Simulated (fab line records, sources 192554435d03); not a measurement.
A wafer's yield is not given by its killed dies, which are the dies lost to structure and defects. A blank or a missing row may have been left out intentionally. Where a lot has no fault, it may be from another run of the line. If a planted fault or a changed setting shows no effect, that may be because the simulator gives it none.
fab line records	flow n5_finfet
record: lots: 7	wafers: 39
route steps=1938 shown WELL_APT@26 FIN_SAQP@100 SD_EPI_N@273 HKMG_FIN@413 MOL_CONTACT_COAG@542 BEOL_M0_SAQP@648 BEOL_M2@841 BEOL_M3@980 BEOL_M5@1115 BEOL_M6@1251 BEOL_M10@1524 BEOL_M11@1554 BEOL_M14@1762 PASSIVATION@1915
start_h: hours from the record's opening day to when the first of the lot's shown wafers began	wait_h: hours since the lot's step before	" identical to the entry in the row above	L1.1+2: one row covering several wafers at once	- no value present, or no start provided	* or withheld: withheld	< > ~ a bound
route shown NAME@n: names a module that has steps shown in the file, with the first one's number in the route	usual: mean and standard deviation over wafers with no fault	same: alike in all rows	chamber/n: place in a boat	sites: the reading at each site	_std_site: the values' standard deviation	_edge_site: inner sites' mean taken away from outer sites' mean	radius_mm: how far each site lies from the wafer's centre	mask NAME#n: copy n	behind: the most recent tool/chamber to have shaped the wafer	hold: reason for holding the lot/hours on hold/outcome of the hold	device: the transistor (n, p or np) that didn't switch	end of line: at the end of the route, the tests of the same wafers	a step with no rows: only its recipe	killed: dies that structure and defects cost at the first sort, which is not the same as the wafer's yield	map: shows each die of a wafer: x if killed, . if not, _ if none is there
set.NAME: the setting as run; set.NAME@STEP: as run at that earlier step	model.NAME: the simulator's own value behind a step, which no gauge read
lots run with intentionally changed settings; tables by step, rows by wafer
== steps ==
step: N5_WELL_APT_DEVELOP_07
recipe: develop_time_s: 45	rinse_liquid: surfactant_rinse	dry: air_spin	dev_temp_c: 21
step: N5_FIN_SAQP_PECVD_06
recipe: material: a-Si	target_thk_a: 600	temp_c: 400	precursor: SiH4/He	pressure_torr: 3	rf_w: 100	time_s: 48.1
step: N5_SD_EPI_N_DESCUM_14
recipe: chemistry: O2	time_s: 7.9	source_power_w: 50	bias_power_w: 20	pressure_mtorr: 20	rf_frequency_hz: 2.712e+07	temp_c: 40	resist: CAR-ArF-block	o2_flow_sccm: 225
step: N5_HKMG_FIN_CVD_62
recipe: material: a-Si	target_thk_a: 30	temp_c: 500	precursor: Si2H6	pressure_torr: 1	time_s: 20.8
step: N5_MOL_CONTACT_COAG_PRECLEAN_111
recipe: chemistry: NF3:NH3	afs_cycles: 1	temp_c: 30	time_s: 20	sublimation_temp_c: 180	sublimation_time_s: 60	pressure_torr: 3	rf_power_w: 30
step: N5_BEOL_M0_SAQP_DEVELOP_13
recipe: develop_time_s: 30	developer: TMAH	resist: CAR-ArF	dev_temp_c: 23	rinse_liquid: diw	dry: air_spin
step: N5_BEOL_M2_ILD_DEP_00
recipe: material: SiOC	target_thk_a: 790	temp_c: 350	precursor: DEMS/O2	pressure_torr: 5	rf_w: 500	time_s: 15.3
step: N5_BEOL_M3_TRENCH_ETCH_37
recipe: chemistry: C4F6/O2	target_depth_a: 555.55	target: SiOC	time_s: 29.2	ion_energy_ev: 250	pressure_mtorr: 30	source_w: 355	bias_w: 185	Ar_flow_sccm: 300	C4F6_flow_sccm: 10	O2_flow_sccm: 10
step: N5_BEOL_M5_PECVD_70
recipe: material: SiO2	target_thk_a: 160	temp_c: 400	precursor: TEOS/O2	pressure_torr: 5.5	rf_w: 450	teos_flow_sccm: 53.8	gas: O2	flow_sccm: 3000	time_s: 18
step: N5_BEOL_M6_ALD_77
recipe: material: TaN	target_thk_a: 20	temp_c: 275	ald_precursor_family: PDMAT	ald_co_reactant: NH3	pressure_torr: 3	carrier_flow_sccm: 1500	pulse_time_s: 2	purge_time_s: 3	co_reactant_purge_time_s: 2	co_reactant_pulse_time_s: 3	ald_cycles: 40	precursor_vessel_temp_c: 75	precursor_vessel_pressure_torr: 26.25	precursor_vessel_carrier_sccm: 1000
step: N5_BEOL_M10_ALD_74
step: N5_BEOL_M11_ETCH_62
recipe: chemistry: N2/H2	target: SOC	target_depth_a: 1100	overetch_a: 220	mask_material: SiARC	temp_c: 40	time_s: 165	ion_energy_ev: 200	pressure_mtorr: 30	source_w: 840	bias_w: 150	n2_flow_sccm: 200	h2_flow_sccm: 200
step: N5_BEOL_M14_SPUTTER_43
recipe: material: TaN	target_thk_a: 150	temp_c: 50	bias_v: 168.6	power_w: 15000	chamber_pressure_pa: 0.12	time_s: 24.19
step: N5_PASSIVATION_PECVD_53
recipe: material: SiO2	target_thk_a: 8000	temp_c: 400	precursor: TEOS/O2	pressure_torr: 6.5	rf_w: withheld	teos_flow_sccm: withheld	gas: O2	flow_sccm: 2650	time_s: 169.4
step: N5_PASSIVATION_PROBE_49
usual: killed_at_M4_up: 14/5.2
lot.wafer	tool	chamber	start_h	wait_h	set.develop_time_s@WELL_APT_DEVELOP_07	set.time_s@FIN_SAQP_PECVD_06	set.time_s@SD_EPI_N_DESCUM_14	set.time_s@HKMG_FIN_CVD_62	set.time_s@MOL_CONTACT_COAG_PRECLEAN_111	set.develop_time_s@BEOL_M0_SAQP_DEVELOP_13	set.time_s@BEOL_M2_ILD_DEP_00	set.target_depth_a@BEOL_M3_TRENCH_ETCH_37	set.time_s@BEOL_M5_PECVD_70	set.ald_cycles@BEOL_M6_ALD_77	set.ald_cycles@BEOL_M10_ALD_74	set.time_s@BEOL_M11_ETCH_62	set.target_thk_a@BEOL_M14_SPUTTER_43	set.time_s@PASSIVATION_PECVD_53	killed_at_M4_up
L082.1	prober-02	-	338.19	0.0	45	48.1	7.9	20.8	14.74	46.72	10.34	555.55	11.4	19	40	71.06	150	262.6	248
L082.2	prober-02	-	338.24	0.1	69.35	48.1	5.812	20.8	20	46.72	10.34	555.55	18	40	40	165	150	169.4	22
L082.3	prober-02	-	338.29	0.1	45	48.1	5.812	24.31	20	46.72	15.3	235.4	11.4	40	40	165	150	262.6	13
L082.4	prober-02	-	338.34	0.2	69.35	48.1	7.9	24.31	20	30	15.3	555.55	18	19	40	165	178.7	169.4	24
L082.5	prober-02	-	338.39	0.2	45	48.1	5.812	20.8	14.74	30	15.3	235.4	18	19	40	71.06	178.7	262.6	1105
L082.6	prober-02	-	338.44	0.3	69.35	48.1	7.9	24.31	14.74	30	10.34	235.4	11.4	40	40	71.06	178.7	169.4	249
L081.1	prober-02	-	349.16	0.0	45	19.53	7.9	20.8	20	30	15.3	555.55	13.42	40	40	165	150	169.4	18
L081.2	prober-02	-	349.21	0.1	33.98	48.1	7.9	20.8	20	30	15.3	555.55	13.42	60	32	165	150	169.4	6
L081.3	prober-02	-	349.26	0.1	45	19.53	7.9	20.8	20	30	15.3	555.55	18	60	32	165	150	169.4	22
L081.4	prober-02	-	349.31	0.2	33.98	48.1	7.9	20.8	20	30	15.3	555.55	13.42	40	32	165	150	169.4	13
L081.5	prober-02	-	349.36	0.2	33.98	19.53	7.9	20.8	20	30	15.3	555.55	18	40	40	165	150	169.4	14
L081.6	prober-02	-	349.41	0.3	45	48.1	7.9	20.8	20	30	15.3	555.55	18	60	40	165	150	169.4	17
L093.1	prober-01	-	420.76	0.0	58.79	27.8	7.9	20.8	20	30	10.93	555.55	10.29	23	19	165	150	208.5	26
L093.2	prober-01	-	420.81	0.1	45	48.1	9.446	20.8	20	46.67	10.93	555.55	18	23	40	165	150	208.5	47
L093.3	prober-01	-	420.86	0.1	45	48.1	7.9	20.8	20	46.67	15.3	555.55	10.29	40	19	165	125.3	169.4	21
L093.4	prober-01	-	420.91	0.2	45	27.8	9.446	20.8	20	30	15.3	555.55	10.29	23	40	238.5	125.3	169.4	33
L093.5	prober-01	-	420.96	0.2	58.79	27.8	9.446	20.8	20	46.67	10.93	555.55	18	40	19	238.5	125.3	208.5	24
L093.6	prober-01	-	421.01	0.3	58.79	48.1	7.9	20.8	20	30	15.3	555.55	18	40	40	238.5	150	169.4	16
L094.1	prober-01	-	448.81	0.0	45	48.1	7.9	29.28	12.72	30	15.3	555.55	18	34	40	89.49	150	169.4	1067
L094.2	prober-01	-	448.86	0.1	34.7	37.15	7.9	20.8	12.72	16.71	15.3	555.55	18	40	40	165	150	210.5	24
L094.3	prober-01	-	448.91	0.1	45	48.1	7.9	29.28	20	16.71	15.3	555.55	18	34	57	89.49	232.4	210.5	1107
L094.4	prober-01	-	448.96	0.2	34.7	37.15	7.9	29.28	20	30	15.3	555.55	18	40	57	165	232.4	169.4	6
L094.5	prober-01	-	449.01	0.2	45	37.15	7.9	20.8	12.72	16.71	15.3	555.55	18	34	57	165	150	169.4	14
L094.6	prober-01	-	449.06	0.3	34.7	48.1	7.9	20.8	20	30	15.3	555.55	18	40	40	89.49	232.4	210.5	1110
L095.1	prober-01	-	453.25	0.0	24	34.07	11.49	20.8	30.58	30	20.56	833.3	18	53	40	165	150	169.4	22
L095.2	prober-01	-	453.30	0.1	24	48.1	7.9	12.4	30.58	30	15.3	555.55	18	40	40	165	150	169.4	6
L095.3	prober-01	-	453.35	0.1	45	34.07	7.9	12.4	20	30	20.56	833.3	14.26	53	40	165	213.8	204.5	9
L095.4	prober-01	-	453.40	0.2	45	48.1	11.49	12.4	20	16.84	20.56	555.55	14.26	40	40	223.8	150	204.5	8
L095.5	prober-01	-	453.45	0.2	24	48.1	7.9	20.8	20	16.84	15.3	555.55	18	53	40	223.8	213.8	204.5	9
L095.6	prober-01	-	453.50	0.3	45	34.07	11.49	20.8	30.58	16.84	15.3	833.3	14.26	40	40	223.8	213.8	169.4	12
L096.1	prober-02	-	458.35	0.0	45	48.1	7.9	20.8	20	30	15.3	555.55	18	40	40	165	150	169.4	19
L096.3	prober-02	-	458.45	0.1	45	48.1	7.9	20.8	20	30	15.3	555.55	18	40	40	165	150	169.4	15
L096.5	prober-02	-	458.55	0.2	45	48.1	7.9	20.8	20	30	15.3	555.55	18	40	40	165	150	169.4	18
L097.1	prober-01	-	459.12	0.0	45	48.1	7.9	13.1	20	30	15.3	406.4	23.64	40	40	165	61.53	169.4	6
L097.2	prober-01	-	459.17	0.1	45	48.1	7.9	20.8	30.38	30	11.31	406.4	18	40	40	80.09	61.53	169.4	1072
L097.3	prober-01	-	459.22	0.1	37.68	63.1	7.9	13.1	30.38	30	15.3	555.55	23.64	40	40	80.09	61.53	107	1074
L097.4	prober-01	-	459.27	0.2	37.68	48.1	4.567	13.1	20	30	11.31	555.55	18	40	40	80.09	150	169.4	1106
L097.5	prober-01	-	459.32	0.2	45	63.1	4.567	20.8	30.38	30	11.31	406.4	23.64	40	40	165	150	107	12
L097.6	prober-01	-	459.37	0.3	37.68	63.1	4.567	20.8	20	30	15.3	555.55	18	40	40	165	150	107	14
killed by level:class
L082.1 BEOL_M2:area_dep=860 BEOL_M11:area_etch=229 BEOL_M4:geometric_particle:open=10 MOL_CONTACT_COAG:geometric_particle:open=9 DUMMY_GATE:geometric_particle:open=5 BEOL_M0_SAQP:geometric_particle:short=5 BEOL_M0_SAQP:geometric_particle:open=4 BEOL_M1:geometric_particle:open=4
L082.2 BEOL_M2:area_dep=914 BEOL_M2:geometric_particle:open=20 BEOL_M3:geometric_particle:open=18 FIN_SAQP:geometric_particle:open=9 BEOL_M4:geometric_particle:open=7 FIN_SAQP:geometric_particle:short=5 GATE_CUT:geometric_particle:short=5 BEOL_M8:coat_microbubble_printed=4
L082.3 PASSIVATION:area_pecvd=1100 BEOL_M0_SAQP:geometric_particle:open=13 STI_FIN_REVEAL:geometric_particle:open=7 BEOL_M0_SAQP:geometric_particle:short=6 BEOL_M2:geometric_particle:open=6 BEOL_M4:geometric_particle:open=5 FIN_SAQP:geometric_particle:short=4 DUMMY_GATE:geometric_particle:open=4
L082.4 MOL_CONTACT_COAG:geometric_particle:open=30 M6:area_ald=18 MOL_CONTACT_COAG:geometric_particle:short=8 BEOL_M0_SAQP:geometric_particle:short=7 FIN_SAQP:geometric_particle:open=6 BEOL_M0_SAQP:geometric_particle:open=6 FIN_SAQP:geometric_particle:short=5 BEOL_M3:geometric_particle:open=5
L082.5 BEOL_M11:area_etch=1091 MOL_CONTACT_COAG:geometric_particle:open=11 BEOL_M0_SAQP:geometric_particle:open=8 FIN_SAQP:geometric_particle:open=6 FIN_SAQP:geometric_particle:short=6 BEOL_M0_SAQP:geometric_particle:short=6 GATE_CUT:geometric_particle:open=5 BEOL_M3:geometric_particle:open=5
L082.6 BEOL_M2:area_dep=842 BEOL_M11:area_etch=231 BEOL_M0_SAQP:geometric_particle:short=26 FIN_SAQP:geometric_particle:short=12 BEOL_M0_SAQP:geometric_particle:open=11 MOL_CONTACT_COAG:geometric_particle:open=7 FIN_SAQP:geometric_particle:open=4 BEOL_M4:geometric_particle:open=4
L081.1 FIN_SAQP:geometric_particle:open=12 BEOL_M0_SAQP:geometric_particle:short=9 BEOL_M0_SAQP:geometric_particle:open=7 STI_FIN_REVEAL:geometric_particle:open=6 BEOL_M2:geometric_particle:open=6 BEOL_M4:geometric_particle:open=6 STARTING-WAFER:geometric_particle:short=5 FIN_SAQP:geometric_particle:short=4
L081.2 BEOL_M0_SAQP:geometric_particle:open=23 BEOL_M0_SAQP:geometric_particle:short=19 STI_FIN_REVEAL:geometric_particle:open=12 MOL_CONTACT_COAG:geometric_particle:open=9 FIN_SAQP:geometric_particle:open=6 FIN_SAQP:geometric_particle:short=5 BEOL_M3:geometric_particle:open=4 HKMG_FIN:area_etch=4
L081.3 STI_FIN_REVEAL:geometric_particle:open=17 BEOL_M2:geometric_particle:open=16 BEOL_M4:geometric_particle:open=13 BEOL_M0_SAQP:geometric_particle:open=8 MOL_CONTACT_COAG:geometric_particle:open=7 DUMMY_GATE:geometric_particle:open=6 ILD0:geometric_particle:open=6 STI_FIN_REVEAL:geometric_particle:short=5
L081.4 BEOL_M2:geometric_particle:open=13 FIN_SAQP:geometric_particle:short=9 STI_FIN_REVEAL:geometric_particle:open=9 BEOL_M0_SAQP:geometric_particle:open=8 BEOL_M4:geometric_particle:open=7 HKMG_FIN:area_etch=7 FIN_SAQP:geometric_particle:open=6 DUMMY_GATE:geometric_particle:open=6
L081.5 STI_FIN_REVEAL:geometric_particle:open=14 BEOL_M0_SAQP:geometric_particle:open=10 MOL_CONTACT_COAG:geometric_particle:open=9 BEOL_M0_SAQP:geometric_particle:short=9 FIN_SAQP:geometric_particle:open=8 BEOL_M2:geometric_particle:open=8 BEOL_M0:geometric_particle:open=7 BEOL_M3:geometric_particle:open=7
L081.6 BEOL_M4:geometric_particle:open=15 BEOL_M0_SAQP:geometric_particle:short=14 BEOL_M0_SAQP:geometric_particle:open=11 BEOL_M2:geometric_particle:open=6 FIN_SAQP:geometric_particle:open=5 DUMMY_GATE:geometric_particle:open=5 BEOL_M1:geometric_particle:open=5 MOL_CONTACT_COAG:geometric_particle:open=4
L093.1 PASSIVATION:area_pecvd=860 BEOL_M2:area_dep=196 DUMMY_GATE:geometric_particle:open=8 BEOL_M3:geometric_particle:open=8 FIN_SAQP:geometric_particle:short=7 M6:area_ald=7 M10:area_ald=7 BEOL_M0_SAQP:geometric_particle:short=6
L093.2 PASSIVATION:area_pecvd=876 BEOL_M2:area_dep=177 BEOL_M4:geometric_particle:open=11 BEOL_M7:geometric_particle:open=10 M6:area_ald=10 BEOL_M0_SAQP:geometric_particle:short=9 FIN_SAQP:geometric_particle:short=8 GATE_CUT:geometric_particle:short=8
L093.3 MOL_CONTACT_COAG:geometric_particle:open=11 M10:area_ald=9 STI_FIN_REVEAL:geometric_particle:open=8 BEOL_M2:geometric_particle:open=8 GATE_CUT:geometric_particle:short=7 BEOL_M3:geometric_particle:open=7 BEOL_M0_SAQP:geometric_particle:open=6 GATE_CUT:geometric_particle:open=5
L093.4 MOL_CONTACT_COAG:geometric_particle:open=13 GATE_CUT:geometric_particle:short=12 BEOL_M2:geometric_particle:open=11 M6:area_ald=11 FIN_SAQP:geometric_particle:short=10 BEOL_M3:geometric_particle:open=9 BEOL_M4:geometric_particle:open=9 FIN_SAQP:geometric_particle:open=7
L093.5 PASSIVATION:area_pecvd=859 BEOL_M2:area_dep=205 MOL_CONTACT_COAG:geometric_particle:open=14 M10:area_ald=10 BEOL_M0_SAQP:geometric_particle:open=7 BEOL_M2:geometric_particle:open=7 MOL_CONTACT_COAG:geometric_particle:short=6 GATE_CUT:geometric_particle:short=5
L093.6 BEOL_M0_SAQP:geometric_particle:short=13 MOL_CONTACT_COAG:geometric_particle:open=12 BEOL_M0_SAQP:geometric_particle:open=10 BEOL_M2:geometric_particle:open=9 BEOL_M3:geometric_particle:short=8 BEOL_M4:geometric_particle:open=7 FIN_SAQP:geometric_particle:short=6 BEOL_M3:geometric_particle:open=6
L094.1 BEOL_M11:area_etch=1049 FIN_SAQP:geometric_particle:open=23 BEOL_M4:geometric_particle:open=14 BEOL_M0_SAQP:geometric_particle:open=10 BEOL_M0_SAQP:geometric_particle:short=9 BEOL_M3:geometric_particle:open=9 FIN_SAQP:geometric_particle:short=8 STI_FIN_REVEAL:geometric_particle:open=7
L094.2 PASSIVATION:area_pecvd=1046 FIN_SAQP:geometric_particle:short=15 FIN_SAQP:geometric_particle:open=11 BEOL_M4:geometric_particle:open=11 BEOL_M0_SAQP:geometric_particle:short=10 MOL_CONTACT_COAG:geometric_particle:open=8 STI_FIN_REVEAL:geometric_particle:open=7 DUMMY_GATE:geometric_particle:open=6
L094.3 BEOL_M11:area_etch=1096 BEOL_M0_SAQP:geometric_particle:short=10 FIN_SAQP:geometric_particle:short=8 BEOL_M0_SAQP:geometric_particle:open=7 BEOL_M3:geometric_particle:short=7 MOL_CONTACT_COAG:geometric_particle:open=6 BEOL_M3:geometric_particle:open=6 STI_FIN_REVEAL:geometric_particle:open=4
L094.4 MOL_CONTACT_COAG:geometric_particle:open=11 FIN_SAQP:geometric_particle:open=8 DUMMY_GATE:geometric_particle:open=8 FIN_SAQP:geometric_particle:short=6 STI_FIN_REVEAL:geometric_particle:open=6 BEOL_M1:geometric_particle:open=6 BEOL_M3:geometric_particle:open=6 MOL_CONTACT_COAG:geometric_particle:short=5
L094.5 STI_FIN_REVEAL:geometric_particle:open=15 FIN_SAQP:geometric_particle:short=10 MOL_CONTACT_COAG:geometric_particle:open=9 FIN_SAQP:geometric_particle:open=8 BEOL_M0_SAQP:geometric_particle:short=8 DUMMY_GATE:geometric_particle:open=7 BEOL_M2:geometric_particle:open=6 MOL_CONTACT_COAG:geometric_particle:short=5
L094.6 BEOL_M11:area_etch=1095 BEOL_M0_SAQP:geometric_particle:open=8 FIN_SAQP:geometric_particle:open=7 MOL_CONTACT_COAG:geometric_particle:open=7 BEOL_M0_SAQP:geometric_particle:short=7 BEOL_M3:geometric_particle:open=6 FIN_SAQP:geometric_particle:short=5 DUMMY_GATE:geometric_particle:open=5
L095.1 BEOL_M2:area_dep=677 BEOL_M0_SAQP:geometric_particle:short=15 BEOL_M0_SAQP:geometric_particle:open=11 BEOL_M1:geometric_particle:open=9 FIN_SAQP:geometric_particle:short=8 MOL_CONTACT_COAG:geometric_particle:open=8 BEOL_M1:geometric_particle:short=6 STARTING-WAFER:geometric_particle:short=6
L095.2 MOL_CONTACT_COAG:geometric_particle:open=16 BEOL_M0_SAQP:geometric_particle:open=12 DUMMY_GATE:geometric_particle:open=11 STI_FIN_REVEAL:geometric_particle:open=9 BEOL_M0:geometric_particle:open=7 BEOL_M1:geometric_particle:open=7 BEOL_M0_SAQP:geometric_particle:short=6 FIN_SAQP:geometric_particle:short=5
L095.3 BEOL_M2:area_dep=674 PASSIVATION:area_pecvd=366 MOL_CONTACT_COAG:geometric_particle:open=23 BEOL_M0_SAQP:geometric_particle:short=22 BEOL_M0_SAQP:geometric_particle:open=16 FIN_SAQP:geometric_particle:short=9 BEOL_M2:geometric_particle:open=8 BEOL_M1:geometric_particle:short=8
L095.4 BEOL_M2:area_dep=702 PASSIVATION:area_pecvd=367 MOL_CONTACT_COAG:geometric_particle:open=15 BEOL_M0_SAQP:geometric_particle:short=13 BEOL_M1:geometric_particle:open=11 BEOL_M0_SAQP:geometric_particle:open=10 BEOL_M1:geometric_particle:short=7 FIN_SAQP:geometric_particle:open=6
L095.5 PASSIVATION:area_pecvd=1080 MOL_CONTACT_COAG:geometric_particle:short=14 MOL_CONTACT_COAG:geometric_particle:open=14 BEOL_M1:geometric_particle:open=11 BEOL_M1:geometric_particle:short=10 FIN_SAQP:geometric_particle:short=9 BEOL_M4:geometric_particle:open=7 BEOL_M0_SAQP:geometric_particle:short=4
L095.6 BEOL_M0_SAQP:geometric_particle:open=19 BEOL_M0_SAQP:geometric_particle:short=12 MOL_CONTACT_COAG:geometric_particle:open=9 FIN_SAQP:geometric_particle:short=6 BEOL_M0:geometric_particle:open=6 BEOL_M1:geometric_particle:open=6 STI_FIN_REVEAL:geometric_particle:open=5 BEOL_M1:geometric_particle:short=5
L096.1 STI_FIN_REVEAL:geometric_particle:open=15 BEOL_M2:geometric_particle:open=14 FIN_SAQP:geometric_particle:open=8 MOL_CONTACT_COAG:geometric_particle:open=8 BEOL_M0_SAQP:geometric_particle:open=6 BEOL_M1:geometric_particle:open=5 STARTING-WAFER:geometric_particle:open=5 BEOL_M0_SAQP:geometric_particle:short=4
L096.3 BEOL_M2:geometric_particle:open=16 BEOL_M0:geometric_particle:short=8 MOL_CONTACT_COAG:geometric_particle:open=7 BEOL_M0_SAQP:geometric_particle:open=7 BEOL_M1:geometric_particle:open=7 STI_FIN_REVEAL:geometric_particle:open=6 MIM_TOP_ETCH:geometric_particle:open=6 HKMG_FIN:area_etch=5
L096.5 BEOL_M2:geometric_particle:open=15 MOL_CONTACT_COAG:geometric_particle:open=10 BEOL_M0_SAQP:geometric_particle:short=10 STI_FIN_REVEAL:geometric_particle:open=9 FIN_SAQP:geometric_particle:short=7 BEOL_M3:geometric_particle:open=6 BEOL_M0:geometric_particle:open=5 BEOL_M0:geometric_particle:short=5
L097.1 FIN_SAQP:geometric_particle:short=20 MOL_CONTACT_COAG:geometric_particle:open=18 FIN_SAQP:geometric_particle:open=14 GATE_CUT:geometric_particle:short=10 BEOL_M0_SAQP:geometric_particle:open=8 BEOL_M1:geometric_particle:open=7 DUMMY_GATE:geometric_particle:open=7 BEOL_M0_SAQP:geometric_particle:short=7
L097.2 BEOL_M11:area_etch=1062 GATE_CUT:geometric_particle:short=16 FIN_SAQP:geometric_particle:open=15 FIN_SAQP:geometric_particle:short=9 BEOL_M3:geometric_particle:short=9 BEOL_M0_SAQP:geometric_particle:short=8 BEOL_M1:geometric_particle:open=8 GATE_CUT:geometric_particle:open=7
L097.3 BEOL_M11:area_etch=1058 FIN_SAQP:geometric_particle:open=19 STI_FIN_REVEAL:geometric_particle:open=14 BEOL_M1:geometric_particle:open=12 FIN_SAQP:geometric_particle:short=10 BEOL_M4:geometric_particle:open=10 BEOL_M3:geometric_particle:open=8 BEOL_M3:geometric_particle:short=5
L097.4 BEOL_M11:area_etch=1092 STI_FIN_REVEAL:geometric_particle:open=11 MOL_CONTACT_COAG:geometric_particle:open=11 FIN_SAQP:geometric_particle:short=9 MOL_CONTACT_COAG:geometric_particle:short=8 FIN_SAQP:geometric_particle:open=6 STARTING-WAFER:geometric_particle:short=5 BEOL_M4:geometric_particle:open=4
L097.5 FIN_SAQP:geometric_particle:open=24 GATE_CUT:geometric_particle:short=10 MOL_CONTACT_COAG:geometric_particle:open=10 BEOL_M4:geometric_particle:open=9 FIN_SAQP:geometric_particle:short=8 BEOL_M2:area_dep=8 DUMMY_GATE:geometric_particle:open=6 BEOL_M3:geometric_particle:open=6
L097.6 FIN_SAQP:geometric_particle:open=16 MOL_CONTACT_COAG:geometric_particle:open=11 BEOL_M2:geometric_particle:open=7 BEOL_M3:geometric_particle:short=7 DUMMY_GATE:geometric_particle:open=6 BEOL_M3:geometric_particle:open=6 FIN_SAQP:geometric_particle:short=5 GATE_CUT:geometric_particle:short=5
== key ==
split: step: N5_WELL_APT_DEVELOP_07	setting: develop_time_s	stated_as: 45
response none clear
split: step: N5_FIN_SAQP_PECVD_06	setting: time_s	stated_as: 48.1
response none clear
split: step: N5_SD_EPI_N_DESCUM_14	setting: time_s	stated_as: 7.9
response none clear
split: step: N5_HKMG_FIN_CVD_62	setting: time_s	stated_as: 20.8
response none clear
split: step: N5_MOL_CONTACT_COAG_PRECLEAN_111	setting: time_s	stated_as: 20
response none clear
split: step: N5_BEOL_M0_SAQP_DEVELOP_13	setting: develop_time_s	stated_as: 30
response none clear
split: step: N5_BEOL_M2_ILD_DEP_00	setting: time_s	stated_as: 15.3
response none clear
split: step: N5_BEOL_M3_TRENCH_ETCH_37	setting: target_depth_a	stated_as: 555.55
response none clear
split: step: N5_BEOL_M5_PECVD_70	setting: time_s	stated_as: 18
response none clear
split: step: N5_BEOL_M6_ALD_77	setting: ald_cycles	stated_as: 40
response none clear
split: step: N5_BEOL_M10_ALD_74	setting: ald_cycles	stated_as: 40
response none clear
split: step: N5_BEOL_M11_ETCH_62	setting: time_s	stated_as: 165
response: step: N5_PASSIVATION_PROBE_49	reading: killed_at_M4_up	slope: -12.4	per: 1%	together_with: all	explained: 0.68
split: step: N5_BEOL_M14_SPUTTER_43	setting: target_thk_a	stated_as: 150
response none clear
split: step: N5_PASSIVATION_PECVD_53	setting: time_s	stated_as: 169.4
response none clear
